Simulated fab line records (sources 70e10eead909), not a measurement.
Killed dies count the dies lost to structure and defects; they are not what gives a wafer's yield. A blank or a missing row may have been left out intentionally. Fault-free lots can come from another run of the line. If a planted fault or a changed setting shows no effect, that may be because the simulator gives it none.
Which tool was responsible? | flow nand-harc | 36 wafers from 12 lots sampled at 3 of the route's 1159 steps

WHAT THE GAUGES SHOWED, per wafer
NHARC_P_M0_INSPECT_27.
lot  | measured     | on                | raw-defect-count
L074 | day 6 08:53  | defect-inspect-02 | 370 202 231
L076 | day 6 18:38  | defect-inspect-01 | 311 387 413
L079 | day 7 05:37  | defect-inspect-02 | 494 346 261
L081 | day 7 14:02  | defect-inspect-01 | 419 353 392
L084 | day 8 08:16  | defect-inspect-02 | 316 317 267
L087 | day 9 05:26  | defect-inspect-01 | 220 280 408
L088 | day 9 05:20  | defect-inspect-02 | 318 253 483
L089 | day 10 04:17 | defect-inspect-02 | 163 137 228
L091 | day 10 05:32 | defect-inspect-02 | 279 236 224
L092 | day 10 13:05 | defect-inspect-02 | 220 295 395
L095 | day 11 01:35 | defect-inspect-02 | 321 352 230
L097 | day 11 15:29 | defect-inspect-02 | 392 314 429

WHICH TOOL RAN EACH LOT (tool, then ch and the chambers of the sampled wafers, then the start)
lot  | NHARC_P_GATE_RTA_64              | NHARC_P_M0_DESCUM_14
L074 | rtp-anneal-02 ch 0, day 5 13:55  | rie-diel-10 ch 0,1,3, day 6 06:22
L076 | rtp-anneal-02 ch 0, day 6 04:13  | rie-diel-08 ch 0,3, day 6 16:05
L079 | rtp-anneal-02 ch 0, day 6 18:16  | rie-diel-08 ch 1,2, day 7 03:07
L081 | rtp-anneal-02 ch 0, day 7 04:03  | rie-diel-08 ch 1,2, day 7 11:32
L084 | rtp-anneal-01 ch 0, day 7 22:05  | rie-diel-13 ch 1,3, day 8 05:48
L087 | rtp-anneal-02 ch 0, day 8 14:40  | rie-diel-13 ch 0,1,3, day 9 02:58
L088 | rtp-anneal-02 ch 0, day 8 15:43  | rie-diel-10 ch 0,2,3, day 9 02:49
L089 | rtp-anneal-01 ch 0, day 9 10:15  | rie-diel-10 ch 0,2, day 10 01:44
L091 | rtp-anneal-02 ch 0, day 9 16:46  | rie-diel-10 ch 0,2, day 10 02:55
L092 | rtp-anneal-02 ch 0, day 10 02:43 | rie-diel-10 ch 0,1, day 10 10:33
L095 | rtp-anneal-02 ch 0, day 10 14:33 | rie-diel-10 ch 0, day 10 22:56
L097 | rtp-anneal-02 ch 0, day 11 04:53 | rie-diel-13 ch 0,1,2, day 11 13:00
- NHARC_P_GATE_RTA_64: time 1 s.
- NHARC_P_M0_DESCUM_14: chemistry O2, time 3 s.

THE ANSWER, worked out from the rows above alone
Rule: what is usual is taken from the lots themselves. The widest of any qualifying gaps counts: lots, ordered by their means at a reading, are off when they make up no more than a third of the lots, leave a main group of 4 or more, and stand apart from it by 3 or more times the standard deviation of that group's means. A main group is skipped when, at the precision printed for the reading in the tables above, its means are all equal. Also off: a lot with no number at a reading for which 4 or more lots have one. The other lots that the step has rows for count as sound.
Nothing can be told from this: no lot is off at any reading shown.

WHAT THE SIMULATOR HAD PUT IN
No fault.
